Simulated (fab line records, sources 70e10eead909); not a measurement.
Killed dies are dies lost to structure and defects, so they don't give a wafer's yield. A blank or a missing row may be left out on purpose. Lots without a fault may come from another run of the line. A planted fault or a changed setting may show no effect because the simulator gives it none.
Which tool did it? | flow nand_harc | 7 lots, 21 wafers sampled, at 5 steps of a route of 1159

WHAT THE GAUGES READ, wafer by wafer
NHARC_END_SORT_01.
lot  | measured     | on        | killed_at_array
L278 | day 24 01:06 | prober-01 | 18 9 14

WHICH TOOL RAN EACH LOT (tool, then ch and the chambers of the sampled wafers, then the start)
lot  | NHARC_P_GATE_DEGAS_109       | NHARC_P_CONTACT_CMP_01        | NHARC_P_CONTACT_ETCH_31            | NHARC_P_CONTACT_CMP_24
L263 | pvd_sputter-01, day 5 14:41  | cmp-03 ch 1,2,3, day 5 16:43  | rie_diel-01 ch 1,2,3, day 5 18:21  | cmp-03 ch 1,2, day 6 04:21
L267 | pvd_sputter-02, day 6 10:34  | cmp-01 ch 1,2,3, day 6 12:20  | rie_diel-09 ch 1,2,3, day 6 14:05  | cmp-02 ch 1,2, day 6 19:01
L268 | pvd_sputter-03, day 7 04:28  | cmp-01 ch 0,1,2, day 7 06:26  | rie_diel-13 ch 0,1,2, day 7 08:14  | cmp-03 ch 0,2,3, day 7 10:10
L273 | pvd_sputter-01, day 8 02:43  | cmp-02 ch 0,2,3, day 8 04:30  | rie_diel-01 ch 1,2,3, day 8 06:14  | cmp-02 ch 0,1, day 8 08:11
L278 | pvd_sputter-01, day 9 13:55  | cmp-01 ch 0,2, day 9 15:45    | rie_diel-13 ch 0,3, day 9 17:31    | cmp-03 ch 0,1, day 10 01:31
L280 | pvd_sputter-02, day 9 19:59  | cmp-01 ch 0,1,3, day 9 21:44  | rie_diel-01 ch 0,2,3, day 10 00:53 | cmp-03 ch 1,2,3, day 10 03:19
L285 | pvd_sputter-03, day 11 01:00 | cmp-02 ch 0,1,3, day 11 02:53 | rie_diel-09 ch 1,2,3, day 11 04:35 | cmp-01 ch 0,2, day 11 06:33
- NHARC_P_GATE_DEGAS_109: time 60 s.
- NHARC_P_CONTACT_CMP_01: polishes SiO2, target thk 200 nm.
- NHARC_P_CONTACT_ETCH_31: etches the open film in CH3F/O2, target depth 30 nm, time 85.7 s.
- NHARC_P_CONTACT_CMP_24: polishes, t overpolish 30 s, target thk 200 nm.

THE ANSWER, worked out from the rows above alone
Rule: what is usual is taken from the lots themselves. Put in order of their means at a reading, lots are off if they are a third of the lots or fewer, leave a main group of 4 or more, and stand apart from it by a gap of 3 or more times the standard deviation of the main group's means; of several such gaps the widest counts. A main group whose means are all the same, to the digits that the tables above print for the reading, isn't used. A lot without any number at a reading at which 4 lots or more have one is off too. The other lots that the step has rows for count as sound.
No lot is off at any reading shown: from this, nothing can be told.

WHAT THE SIMULATOR HAD PUT IN
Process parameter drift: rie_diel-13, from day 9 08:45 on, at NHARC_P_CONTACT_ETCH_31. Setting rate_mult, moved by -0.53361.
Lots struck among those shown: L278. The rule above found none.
